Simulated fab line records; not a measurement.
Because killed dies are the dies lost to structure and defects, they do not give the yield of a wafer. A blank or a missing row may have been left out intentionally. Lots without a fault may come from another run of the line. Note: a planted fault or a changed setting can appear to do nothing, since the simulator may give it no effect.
Matching of chambers	flow nand harc	4 sister chambers for NHARC_A_STAIRCASE_CMP_450 on cmp-01
The step polishes SiO2, target thk 200 nm. 8 wafers are shown with their chamber, then 10 later ones without.

## WAFERS PAIRED WITH THEIR CHAMBERS
wafer	chamber	motor current A (A)
L082.1	0	11.1
L082.4	1	12.6
L082.5	1	12.3
L085.1	0	11.3
L085.2	2	11.1
L085.3	3	10.8
L088.1	2	10.9
L088.2	3	11.1

## WAFERS WHOSE CHAMBER IS MISSING
wafer	motor current A (A)
L088.3	10.8
L096.1	10.9
L096.2	10.2
L096.3	11.4
L096.4	13.1
L096.5	12.5
L096.6	10.4
L095.1	11.1
L095.2	10.5
L095.3	11.0

## THE CHAMBER EACH PASSED THROUGH
wafer	from the rows above	in truth
L088.3	can't be placed: 3 or 2 or 0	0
L096.1	can't be placed: 3 or 2 or 0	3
L096.2	can't be placed: 3 or 2 or 0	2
L096.3	can't be placed: 0 or 2 or 3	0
L096.4	1	1
L096.5	1	1
L096.6	can't be placed: 3 or 2 or 0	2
L095.1	can't be placed: 0 or 2 or 3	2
L095.2	can't be placed: 3 or 2 or 0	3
L095.3	can't be placed: 2 or 3 or 0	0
2 of 10 placed correctly. Not placeable from these rows: 8 (in 8, the candidates include the true chamber). Placed wrongly: 0.
How it was worked out, from the rows above alone: a wafer's distance from a chamber is the root of the sum, over the readings, of the square of ((its reading less the chamber's mean) divided by the reading's scatter). If the next closest chamber is less than 2 further off than the closest, the wafer can't be placed; otherwise it belongs to the closest. For every chamber, the mean is computed from those of its wafers that are shown. The scatter is the square root of a quotient: the sum, over the shown wafers, of each reading's squared deviation from its chamber's mean, divided by wafers minus chambers.
